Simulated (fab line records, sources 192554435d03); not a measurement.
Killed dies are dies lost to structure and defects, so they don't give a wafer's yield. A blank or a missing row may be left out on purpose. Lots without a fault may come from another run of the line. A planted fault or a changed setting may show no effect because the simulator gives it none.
Split-lot experiment | flow n5_finfet | 7 lots, 21 wafers read, on a route of 1938 steps

THE SPLIT
At N5_BEOL_M3_EXPOSE_25 (exposes mask V2, defocus 5 nm), the setting dose_mj was moved away from the recipe's 63 on 4 of the 21 wafers read, by -5.6% to -4.2%. The other wafers ran this setting at the recipe's value.

FROM THE SPLIT TO THE READING: what the file shows between them, 2 steps
- N5_BEOL_M3_PEB_26: peb time 60 s
- N5_BEOL_M3_DEVELOP_27: develop time 30 s

THE READING
cd_nm, in nm, at N5_BEOL_M3_CD_MEAS_28 (target cd 25.7 nm, target cd y 23.3 nm). Fault-free wafers of this fab line usually give 25.72 nm, standard deviation 0.25 nm.

wafer  | tool, chamber at the split | dose_mj as run | against the recipe | cd_nm, nm | against lot-mates on the recipe
L075.1 | euv_scanner-02, 0          | 60.34          | -4.2%              | 24.65     | -0.93
L075.2 | euv_scanner-02, 0          | 63             | recipe             | 25.58     | -
L075.4 | euv_scanner-02, 0          | 60.34          | -4.2%              | 24.65     | -0.93
L080.3 | euv_scanner-02, 0          | 63             | recipe             | 25.62     | -
L080.5 | euv_scanner-02, 0          | 63             | recipe             | 25.43     | -
L080.6 | euv_scanner-02, 0          | 63             | recipe             | 25.35     | -
L082.1 | euv_scanner-02, 0          | 63             | recipe             | 25.61     | -
L082.3 | euv_scanner-02, 0          | 59.49          | -5.6%              | 25.06     | -0.86
L082.4 | euv_scanner-02, 0          | 63             | recipe             | 26.22     | -
L084.2 | euv_scanner-02, 0          | 63             | recipe             | 26.00     | -
L084.3 | euv_scanner-02, 0          | 63             | recipe             | 25.53     | -
L084.4 | euv_scanner-02, 0          | 63             | recipe             | 25.79     | -
L091.1 | euv_scanner-01, 0          | 63             | recipe             | 25.71     | -
L091.3 | euv_scanner-01, 0          | 63             | recipe             | 25.71     | -
L091.6 | euv_scanner-01, 0          | 59.81          | -5.1%              | 24.31     | -1.40
L092.1 | euv_scanner-01, 0          | 63             | recipe             | 25.43     | -
L092.5 | euv_scanner-01, 0          | 63             | recipe             | 25.89     | -
L092.6 | euv_scanner-01, 0          | 63             | recipe             | 25.86     | -
L095.3 | euv_scanner-02, 0          | 63             | recipe             | 26.15     | -
L095.4 | euv_scanner-02, 0          | 63             | recipe             | 25.61     | -
L095.6 | euv_scanner-02, 0          | 63             | recipe             | 26.07     | -

THE FIT
A straight line over all 21 wafers: cd_nm changes by +0.218 nm for each +1% of dose_mj; r = +0.84; the points scatter about the line by 0.28 nm.
The same after taking each lot's own level away (the mean of its wafers on the recipe; 21 wafers): +0.213 nm for each +1%; r = +0.89; scatter 0.21 nm.
On that fit, the largest move of dose_mj shifts the reading by 1.2 nm.
The lots' own levels span 25.467 to 25.943 nm, that is 1.9 times the standard deviation above.
So the lot-to-lot level changes the slope little: the two slopes agree.
Check: with one of the wafers moved furthest among these (-5.6%) left out of the fit, the line predicts -1.36 nm for it against its lot-mates. It came out at -0.855 nm against them.

THE FILE'S OWN FIT
cd_nm changes by +0.211 nm for each +1% of dose_mj, r = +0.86.
